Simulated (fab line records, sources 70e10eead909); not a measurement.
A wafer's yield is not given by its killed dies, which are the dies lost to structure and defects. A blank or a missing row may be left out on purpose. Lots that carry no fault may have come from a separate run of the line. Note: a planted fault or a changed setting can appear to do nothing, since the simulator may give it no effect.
fab line records	flow nand-harc
record: lots: 6	wafers: 18	last-day: 34
route steps=1302 shown A_WL_FILL@956 END@1302
lots with no fault: from the same line, run without faults
start-h: hours from the record's first day to the start of the lot's first wafer shown	wait-h: hours since the lot's step before	" unchanged from the row above	L1.1+2: a row that stands for several wafers	- either no value or no given start	* or withheld: withheld	< > ~ a bound
route shown NAME@n: names a module that has steps shown in the file, with the first one's number in the route	usual: average and standard deviation across the fault-free wafers	same: alike in all rows	chamber/n: place in a boat	sites: each site's reading	_std_site: their standard deviation	_edge_site: the outer-site mean with the inner-site mean subtracted	radius-mm: how far each site lies from the wafer's centre	mask NAME#n: copy n	behind: the tool/chamber that last shaped the wafer	hold: reason for holding the lot/hours on hold/outcome of the hold	device: transistor that didn't switch, given as n, p or np	end of line: the route-end tests of the same wafers	a step with no rows: only its recipe	killed: dies lost to structure and defects at the first sort, not the wafer's yield	map: per-die view of a wafer (x killed, . not killed, _ where there is no die)
set.NAME: the setting as run; set.NAME@STEP: as run at that earlier step	model.NAME: the simulator's own value behind a step, which no gauge read
lots seen at some steps along the route; tables by step, rows by wafer
services: when a tool's chamber went out of use (start-h, in hours from the record's first day, below 0 if earlier), for how many hours, and the reason
== steps ==
step: NHARC_A_WL_FILL_CVD_03
recipe: target-thk-a: 400	temp-c: 300	pressure-torr: 40	wf6-flow-sccm: 40	h2-flow-sccm: 1600	ar-flow-sccm: 1560	time-s: 279	material: W
step: NHARC_A_WL_FILL_ETCHBACK_04
recipe: target-depth-a: 600	time-s: 120	chemistry: NF3
usual: drypump-motor-current-A: 6.0/0.42	oes-product-au: 1.007/0.0082	run-length-s: 141.4/0.41
lot.wafer	tool	chamber	start-h	wait-h	drypump-motor-current-A	oes-product-au	rf-hours-counter-h	run-length-s
L122.1	rie-metal-01	1	494.28	0.4	6.5	1.011	1.6	141.3
L122.4	"	0	"	"	6.2	1.008	-	142.1
L122.6	"	0	"	"	6.2	1.015	-	141.9
L132.2	rie-metal-01	1	600.57	0.4	6.5	1.005	0.2	141.4
L132.4	"	0	"	"	6.2	0.998	-	141.6
L132.5	"	0	"	"	6.2	1.012	-	142.0
L133.1	rie-metal-03	1	615.87	0.3	6.1	1.007	1.8	140.8
L133.4	"	1	"	"	6.1	1.019	-	141.3
L133.6	"	1	"	"	6.1	1.016	-	140.7
L137.3	rie-metal-01	1	644.89	0.3	6.5	1.003	-	141.9
L137.6	"	0	"	"	6.2	0.997	-	141.8
L137.5	"	1	"	"	6.6	1.006	-	141.9
L141.2	rie-metal-01	1	691.27	0.3	6.5	1.021	1.9	141.4
L141.5	"	0	"	"	6.2	1.011	-	141.7
L141.6	"	1	"	"	6.6	1.016	-	141.4
L142.4	rie-metal-01	1	703.96	0.2	6.5	1.017	-	141.2
L142.3	"	0	"	"	6.2	0.998	-	141.6
L142.6	"	0	"	"	6.2	0.997	-	141.8
step: NHARC_A_WL_FILL_ETCHBACK_05
recipe: target-depth-a: 220	time-s: 60	temp-c: 40	chemistry: Cl2/BCl3
usual: drypump-motor-current-A: 6.0/0.43	oes-product-au: 1.007/0.0084	run-length-s: 81.4/0.43
lot.wafer	tool	chamber	start-h	wait-h	drypump-motor-current-A	oes-product-au	rf-hours-counter-h	run-length-s
L122.1	rie-metal-01	1	494.49	0.2	6.6	0.997	1.7	81.8
L122.4	"	0	"	"	6.2	1.006	-	82.1
L122.6	"	0	"	"	6.2	0.990	-	81.8
L132.2	rie-metal-01	1	600.85	0.2	6.6	1.010	0.4	81.3
L132.4	"	1	"	"	6.6	1.004	-	81.2
L132.5	"	0	"	"	6.2	0.998	-	81.9
L133.1	rie-metal-03	1	616.13	0.2	6.1	1.021	1.9	80.8
L133.4	"	0	"	"	5.8	1.007	-	81.4
L133.6	"	1	"	"	6.2	1.002	-	80.8
L137.3	rie-metal-01	1	645.06	0.1	6.5	1.007	-	81.6
L137.5	"	1	"	"	6.5	1.016	-	81.6
L137.6	"	0	"	"	6.2	0.997	-	81.6
L141.2	rie-metal-01	1	691.49	0.2	6.5	1.020	2.1	81.2
L141.5	"	0	"	"	6.2	1.000	-	81.9
L141.6	"	1	"	"	6.5	1.022	-	81.4
L142.4	rie-metal-01	1	704.16	0.2	6.5	1.014	-	81.3
L142.3	"	0	"	"	6.2	1.005	-	82.1
L142.6	"	1	"	"	6.6	1.023	-	81.9
step: NHARC_A_WL_FILL_STRIP_27
recipe: power-w: 1500	temp-c: 250	time-s: 20	chemistry: N2/H2
usual: drypump-motor-current-A: 6.0/0.37	heater-power-w: 337/25
lot.wafer	tool	chamber	start-h	wait-h	drypump-motor-current-A	heater-power-w	rf-hours-counter-h
L122.1	plasma-asher-01	1	494.66	0.2	5.3	350	32
L122.4	"	0	"	"	6.3	355	-
L122.6	"	1	"	"	5.3	358	-
L132.2	plasma-asher-02	0	601.02	0.2	5.9	308	33
L132.4	"	1	"	"	6.3	351	-
L132.5	"	0	"	"	5.9	312	-
L133.1	plasma-asher-01	0	616.36	0.2	6.4	338	20
L133.4	"	0	"	"	6.3	346	-
L133.6	"	0	"	"	6.4	335	-
L137.3	plasma-asher-02	1	645.22	0.1	6.3	353	-
L137.5	"	1	"	"	6.2	357	-
L137.6	"	0	"	"	5.9	303	-
L141.2	plasma-asher-02	1	691.61	0.1	6.2	349	16
L141.6	"	1	"	"	6.3	358	-
L141.5	"	0	"	"	5.9	303	-
L142.3	plasma-asher-02	1	704.51	0.3	6.2	354	-
L142.4	"	0	"	"	5.9	297	-
L142.6	"	1	"	"	6.2	351	-
step: NHARC_A_WL_FILL_STRIP_28
recipe: time-s: 1200	temp-c: 72.5	chemistry: post-etch-residue-remover
step: NHARC_A_WL_FILL_PRECLEAN_06
recipe: time-s: 300	chemistry: DIW
step: NHARC_A_WL_FILL_SRD_07
step: NHARC_A_WL_FILL_ANNEAL_08
recipe: temp-c: 450	time-s: 1800
step: NHARC_A_WL_FILL_ALD_10
recipe: target-thk-a: 500	pulse-time-s: 10	ald-cycles: 500	temp-c: 300	material: SiO2
usual: heater-power-w: 469/41	precursor-pulse-height-rel: 1.001/0.02
same: ald-cycles: 500
lot.wafer	tool	chamber	start-h	wait-h	heater-power-w	precursor-pulse-height-rel
L122.4	ald-hk-02	0	500.62	0.6	512	0.962
L122.1	"	2	501.66	1.6	453	0.989
L122.6	"	3	"	"	471	1.027
L132.4	ald-hk-02	3	609.04	1.1	453	0.976
L132.2	"	0	"	"	508	1.014
L132.5	"	2	610.60	2.7	430	1.000
L133.1	ald-hk-04	0	622.26	0.6	487	0.969
L133.4	"	2	623.29	1.6	466	0.970
L133.6	"	3	"	"	496	0.960
L137.3	ald-hk-04	3	652.48	1.6	488	0.981
L137.5	"	0	"	"	495	1.021
L137.6	"	1	"	"	480	0.984
L141.2	ald-hk-01	1	698.58	0.6	456	0.987
L141.5	"	0	700.12	2.1	412	1.006
L141.6	"	1	"	"	452	0.999
L142.3	ald-hk-04	3	711.13	0.1	477	1.011
L142.4	"	1	712.17	1.1	482	0.968
L142.6	"	3	713.22	2.1	488	1.013
step: NHARC_A_WL_FILL_ETCHBACK_16
recipe: target-depth-a: 1200	time-s: 24	c4f8-flow-sccm: withheld	o2-flow-sccm: 8	ar-flow-sccm: withheld	rf-w: 600	bias-w: 800	chemistry: C4F8/O2/Ar
step: NHARC_A_WL_FILL_STRIP_29
recipe: time-s: 20	o2-flow-sccm: 500	ar-flow-sccm: 0	bias-w: 0	chemistry: O2
usual: drypump-motor-current-A: 5.9/0.56	oes-product-au: 0.998/0.0094	rf-vpp-V: 57.7/0.82	showerhead-plenum-p-Torr: 3.50/0.15	throttle-valve-pct: 17.038/0.0089
lot.wafer	tool	chamber	start-h	wait-h	drypump-motor-current-A	oes-product-au	rf-hours-counter-h	rf-vpp-V	showerhead-plenum-p-Torr	throttle-valve-pct
L122.1	rie-diel-07	0	504.87	0.1	5.2	0.996	1.1	58.2	3.35	17.031
L122.4	"	3	"	"	5.8	0.991	1.0	60.3	3.36	17.043
L122.6	"	0	"	"	5.2	1.011	-	57.8	3.35	17.029
L132.4	rie-diel-08	2	612.76	0.1	4.8	0.989	1.2	58.6	3.71	17.036
L132.2	"	1	"	"	6.0	1.000	1.3	57.3	3.63	17.051
L132.5	"	2	"	"	4.8	0.987	-	58.1	3.71	17.026
L133.4	rie-diel-07	3	626.49	0.1	5.8	0.989	7.6	57.3	3.35	17.044
L133.1	"	0	"	"	5.2	0.998	8.2	56.6	3.35	17.026
L133.6	"	3	"	"	5.8	0.984	-	57.2	3.35	17.031
L137.3	rie-diel-04	0	655.70	0.1	5.6	1.018	3.7	56.9	3.60	17.044
L137.6	"	0	"	"	5.6	1.013	-	58.3	3.60	17.032
L137.5	"	1	"	"	6.4	0.991	-	58.4	3.66	17.058
L141.2	rie-diel-07	1	702.80	0.1	6.5	1.006	1.1	58.3	3.75	17.048
L141.5	"	3	"	"	5.8	0.997	-	56.6	3.35	17.047
L141.6	"	0	"	"	5.2	0.989	-	57.8	3.35	17.017
L142.4	rie-diel-08	2	715.92	0.1	4.8	0.992	3.2	57.9	3.71	17.041
L142.3	"	0	"	"	6.1	1.006	3.8	58.1	3.34	17.054
L142.6	"	1	"	"	6.0	0.993	-	58.9	3.63	17.046
step: NHARC_A_WL_FILL_ETCHBACK_17
recipe: target-depth-a: 40	time-s: 26.7	chemistry: Cl2/BCl3
usual: drypump-motor-current-A: 5.8/0.47	oes-product-au: 1.005/0.0081	run-length-s: 47.9/0.41
lot.wafer	tool	chamber	start-h	wait-h	drypump-motor-current-A	oes-product-au	rf-hours-counter-h	run-length-s
L122.1	rie-metal-01	1	504.97	-	6.6	1.004	1.8	47.8
L122.4	"	0	"	"	6.2	1.000	-	48.5
L122.6	"	1	"	"	6.6	1.008	-	48.1
L132.2	rie-metal-02	1	612.86	-	5.1	1.001	2.2	39.5
L132.4	"	0	"	"	5.9	1.014	-	40.5
L132.5	"	0	"	"	5.9	1.004	-	40.2
L133.1	rie-metal-02	1	626.59	-	5.0	0.994	2.5	39.9
L133.4	"	1	"	"	5.0	0.994	-	39.8
L133.6	"	0	"	"	5.9	0.998	-	39.7
L137.3	rie-metal-03	0	655.82	-	5.8	1.004	-	47.9
L137.6	"	0	"	"	5.8	1.000	-	47.9
L137.5	"	1	"	"	6.1	1.008	-	47.4
L141.2	rie-metal-02	0	702.88	-	5.9	1.011	1.2	48.1
L141.5	"	0	"	"	6.0	1.012	-	47.9
L141.6	"	1	"	"	5.1	1.000	-	47.2
L142.4	rie-metal-03	0	716.04	-	5.8	0.979	-	48.0
L142.3	"	1	"	"	6.1	0.989	-	47.5
L142.6	"	0	"	"	5.8	0.981	-	48.5
step: NHARC_A_WL_FILL_PRECLEAN_18
recipe: time-s: 30	chemistry: dHF
step: NHARC_END_SORT_01
recipe: temp-c: 25
usual: killed-at-array: 59/24	killed-at-other: 0.7/1.2	killed-at-periphery: 3.5/2.6	killed-dies: 63/24	killed-open: 3.2/2.1	killed-short: 2.4/1.5
same: gross-dies: 677
lot.wafer	tool	chamber	start-h	wait-h	killed-at-array	killed-at-other	killed-at-periphery	killed-dies	killed-open	killed-short
L133.1	prober-02	0	707.85	2.5	50	0	4	54	5	3
L133.4	prober-02	0	710.28	3.4	45	1	0	46	2	1
L133.6	prober-02	0	711.91	4.1	45	0	1	46	3	2
L137.3	prober-01	0	746.83	3.1	85	0	2	87	1	1
L137.5	prober-01	0	748.44	3.7	92	0	2	94	4	3
L137.6	prober-01	0	749.24	4.0	103	0	3	106	2	6
killed by level:class
L133.1 A_CHANNEL_HOLE_D1:chamber-film-flake=35 A_SLIT:chamber-film-flake=4 A_ZERO_WELL:chamber-film-flake=3 A_ONON_D1:geometric-particle:open=2 P_CONTACT:geometric-particle:short=1 P_M0:geometric-particle:open=1 P_M2:geometric-particle:open=1 A_ONON_D1:geometric-particle:short=1
L133.4 A_CHANNEL_HOLE_D1:chamber-film-flake=30 A_ZERO_WELL:chamber-film-flake=3 A_STAIRCASE:chamber-film-flake=3 A_SLIT:chamber-film-flake=3 A_CONTACT:chamber-film-flake=2 A_SOURCE_PLATE:geometric-particle:short=1 A_ONON_D2:geometric-particle:open=1 A_CONTACT:geometric-particle:open=1
L133.6 A_CHANNEL_HOLE_D1:chamber-film-flake=32 A_SLIT:chamber-film-flake=4 A_ONON_D1:geometric-particle:short=1 A_CHANNEL_FILL_D2:geometric-particle:short=1 A_SGD_CUT:geometric-particle:open=1 A_CONTACT:geometric-particle:open=1 A_M0:geometric-particle:open=1 P_M2:chamber-film-flake=1
L137.3 A_CHANNEL_HOLE_D1:chamber-film-flake=36 A_SLIT:chamber-film-flake=25 A_CHANNEL_HOLE_D2:chamber-film-flake=15 A_ZERO_WELL:chamber-film-flake=2 A_DECK1_JOINT:chamber-film-flake=2 A_STAIRCASE:chamber-film-flake=2 P_M0:geometric-particle:open=1 A_CHANNEL_FILL_D1:geometric-particle:short=1
L137.5 A_SLIT:chamber-film-flake=32 A_CHANNEL_HOLE_D1:chamber-film-flake=29 A_CHANNEL_HOLE_D2:chamber-film-flake=18 A_STAIRCASE:chamber-film-flake=3 A_CHANNEL_FILL_D2:geometric-particle:open=2 A_CHANNEL_FILL_D1:chamber-film-flake=2 A_CONTACT:chamber-film-flake=2 P_STI:geometric-particle:short=1
L137.6 A_SLIT:chamber-film-flake=35 A_CHANNEL_HOLE_D2:chamber-film-flake=28 A_CHANNEL_HOLE_D1:chamber-film-flake=27 A_CONTACT:chamber-film-flake=3 A_WL_FILL:geometric-particle:short=2 P_GATE:chamber-film-flake=2 P_M0:geometric-particle:short=1 A_DECK1_JOINT:geometric-particle:short=1
== services ==
tool	chamber	start-h	hours	kind
rie-diel-07	-	471.20	9.0	pm
rie-metal-01	1	473.67	1.3	repair
plasma-asher-02	-	509.83	4.7	repair
plasma-asher-01	-	519.00	9.0	pm
rie-metal-03	-	519.13	9.0	pm
ald-hk-02	-	528.30	10.0	pm
rie-diel-07	2	529.17	8.4	repair
rie-diel-08	-	544.80	9.0	pm
rie-diel-08	3	558.32	8.6	repair
rie-metal-01	-	575.00	9.0	pm
ald-hk-02	-	581.42	4.4	repair
rie-metal-03	-	587.40	0.3	repair
rie-metal-03	-	599.57	1.9	repair
plasma-asher-02	-	603.24	9.0	pm
ald-hk-04	-	610.82	10.0	pm
rie-metal-03	0	623.49	12.6	repair
rie-metal-02	-	631.00	9.0	pm
rie-metal-02	-	641.82	0.5	repair
rie-diel-07	-	648.20	9.0	pm
rie-diel-08	0	654.98	3.4	repair
ald-hk-04	-	661.08	0.4	repair
rie-diel-08	2	665.65	10.4	repair
rie-metal-03	0	681.65	10.5	repair
rie-metal-03	-	696.13	9.0	pm
== key ==
first-sign: step: NHARC_A_WL_FILL_ETCHBACK_17	reading: run-length-s	direction: down	sigmas: 19	usual: *	struck: *
effect none on later readings
met-at NHARC_A_WL_FILL_ETCHBACK_17
struck-wafers L132.2,L132.4,L132.5,L133.1,L133.4,L133.6
tester-left-out L132,L133
fault: kind: process-parameter-drift	tool: rie-metal-02	chamber: -	onset-h: 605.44	steps: NHARC_A_WL_FILL_ETCHBACK_17	channel: time-s	offset: *	shape: step	end-h: 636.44	acts-in: *	stated: *
tester-left-out: of these lots the tester's yield and bins aren't shown, on N5 and GAA mostly nor the transistor test; their killed dies are dies lost to structure and defects alone, not to doping, threshold or leakage, so they don't give the yield
